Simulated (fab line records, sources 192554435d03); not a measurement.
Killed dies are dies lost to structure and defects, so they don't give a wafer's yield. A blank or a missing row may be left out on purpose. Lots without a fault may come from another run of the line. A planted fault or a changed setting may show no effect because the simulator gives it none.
A struck lot beside a sound one | flow n5_finfet | 27 steps out of a route of 1938
Sound: wafers L701.3, L701.4, L701.6. Struck: wafer L710.6. (L710.1 of the same lot was not struck and is left out.) The cause comes at the end.
At each step with rows: each side's tool, then ch and its chambers, then its first start. Under that, the readings that differ: sound wafers | struck wafers | difference of the means | sigmas: that difference in standard deviations of wafers without a fault.
alike: readings whose means differ by less than 2 such deviations, and words and numbers that are the same on both sides. not compared: withheld readings, readings that some wafer has no value for, bounds like >300 that may hide the same value, and numbers for which the record gives no deviation and whose values overlap.
The two part at a step that has a row with sigmas, a row that says differs or no value, or rows on one side only. Numbers that don't overlap but have no deviation are shown without sigmas and don't part them. A reading that every wafer of one side lacks parts them only if that side has two wafers or more.

N5_STI_FIN_REVEAL_ALD_14: deposits Si3N4, target thk 3 nm.
  sound on ald_sin-01 ch 0,3, day 2 09:38; struck on ald_sin-04 ch 0, day 4 16:52
  alike: heater_power_w
then, 3 steps without rows for these wafers: N5_STI_FIN_REVEAL_FCVD_FILL_01 (material SiO2 flowable, target thk 312 nm, time 512.2 s); N5_STI_FIN_REVEAL_DENSIFY_02 (time 1800 s); N5_STI_FIN_REVEAL_CMP_04 (polishes, stops on Si3N4, t overpolish 4 s, target thk 131.83 nm).
N5_STI_FIN_REVEAL_THK_MEAS_05:
  sound on film_metro-02, day 2 14:58; struck on film_metro-02, day 4 22:12
  alike: thk_nm
N5_STI_FIN_REVEAL_DENSIFY_30:
  sound on rtp_anneal-02 ch 0, day 2 15:04; struck on rtp_anneal-02 ch 0, day 4 22:15
  alike: lamp_power_pct, lamp_zone_1_pct
  not compared: wafer_temp_C_max
N5_STI_FIN_REVEAL_ETCHBACK_08: etches SiO2 in C4F6/O2, target depth 30.5 nm, time 10.167 s.
  sound on rie_diel-01 ch 0,1,3, day 2 15:34; struck on rie_diel-04 ch 3, day 4 22:31
  alike: bias_w, drypump_motor_current_A, oes_product_au, rf_vpp_V, showerhead_plenum_p_Torr, throttle_valve_pct
  not compared: rf_hours_counter_h
then, 5 steps without rows for these wafers: N5_STI_FIN_REVEAL_STRIP_24 (strips in N2/H2, time 90 s); N5_STI_FIN_REVEAL_PRECLEAN_25 (cleans in SPM, time 90 s); N5_STI_FIN_REVEAL_PRECLEAN_26 (cleans in SC1, time 45 s); N5_STI_FIN_REVEAL_PRECLEAN_29 (cleans in DHF, time 30 s); N5_STI_FIN_REVEAL_SRD_12 (time 30 s).
N5_STI_FIN_REVEAL_RECESS_09: chemistry HF/NH3, target SiO2, afs cycles 11, target depth 42.5 nm, sublimation time 60 s.
  sound on vapor_etch-01 ch 0,1, day 2 16:22; struck on vapor_etch-01 ch 1, day 4 23:49
  reading                  | sound             | struck | difference | sigmas
  model.etch.depth_nm (nm) | 43.08 43.08 43.08 | 36.02  | -7.06      |
  alike: drypump_motor_current_A
then, 3 steps without rows for these wafers: N5_STI_FIN_REVEAL_STRIP_16 (strips SiNx in H3PO4, target depth 23.8 nm); N5_STI_FIN_REVEAL_PRECLEAN_17 (cleans in NF3:NH3, afs cycles 1, time 20 s, sublimation time 60 s); N5_STI_FIN_REVEAL_ETCH_34 (etches Si in H2, material Si, target depth 0.97 nm).
N5_STI_FIN_REVEAL_OXIDATION_31: chemistry O2 PLASMA REMOTE, time 20 s.
  sound on plasma_asher-02 ch 0,1, day 2 18:01; struck on plasma_asher-02 ch 0, day 5 00:55
  alike: drypump_motor_current_A, heater_power_w
  not compared: rf_hours_counter_h
then, 3 steps without rows for these wafers: N5_STI_FIN_REVEAL_PRECLEAN_32 (cleans in NF3:NH3, afs cycles 1, time 20 s, sublimation time 60 s); N5_STI_FIN_REVEAL_STRIP_35 (strips Si3N4 in H3PO4, target depth 4 nm, time 39 s); N5_STI_FIN_REVEAL_SRD_21 (time 30 s).
N5_STI_FIN_REVEAL_OXIDATION_33: chemistry O2 PLASMA REMOTE, time 20 s.
  sound on plasma_asher-01 ch 0,1, day 2 18:23; struck on plasma_asher-02 ch 1, day 5 01:16
  reading            | sound       | struck | difference | sigmas
  heater_power_w (W) | 138 147 138 | 130    | -11        | -2
  alike: drypump_motor_current_A
  not compared: rf_hours_counter_h
then, 2 steps without rows for these wafers: N5_STI_FIN_REVEAL_CLEAN_19 (cleans in O3/DIW, time 120 s); N5_STI_FIN_REVEAL_SRD_23 (time 30 s).
N5_STI_FIN_REVEAL_CD_MEAS_22: target cd 6.238 nm, pitch 28 nm.
  sound on cd_sem-03, day 2 18:31; struck on cd_sem-02, day 5 01:25
  alike: cd_nm
N5_STI_FIN_REVEAL_FIN_H_MEAS_10:
  sound on ocd-02, day 2 18:33; struck on ocd-02, day 5 01:27
  reading              | sound          | struck | difference | sigmas
  trench_depth_nm (nm) | 52.3 52.8 52.7 | 45.1   | -7.5       | -9
then, 1 step without rows for these wafers: N5_STI_FIN_REVEAL_PRECLEAN_18 (cleans in SC2, time 45 s).
-- the record jumps here: 5 days lie between the struck wafers' starts before and after (it left off in module STI_FIN_REVEAL and takes up again in module BEOL_M4, whose first step shown is number 1111 of the route) --
N5_BEOL_M4_RC_MEAS_101:
  sound on prober-02 ch 0, day 8 06:19; struck on prober-01 ch 0, day 10 05:17
  alike: DIBL_N, DIBL_P, IOFF_N, IOFF_P, ION_N, ION_P, SS_N, SS_P, VT_N, VT_P

WHERE THEY PART
First at N5_STI_FIN_REVEAL_OXIDATION_33; last, within this record, at N5_STI_FIN_REVEAL_FIN_H_MEAS_10. Later steps at which nothing parts them and some readings are alike: N5_BEOL_M4_RC_MEAS_101.

WHY: what the simulator had put in
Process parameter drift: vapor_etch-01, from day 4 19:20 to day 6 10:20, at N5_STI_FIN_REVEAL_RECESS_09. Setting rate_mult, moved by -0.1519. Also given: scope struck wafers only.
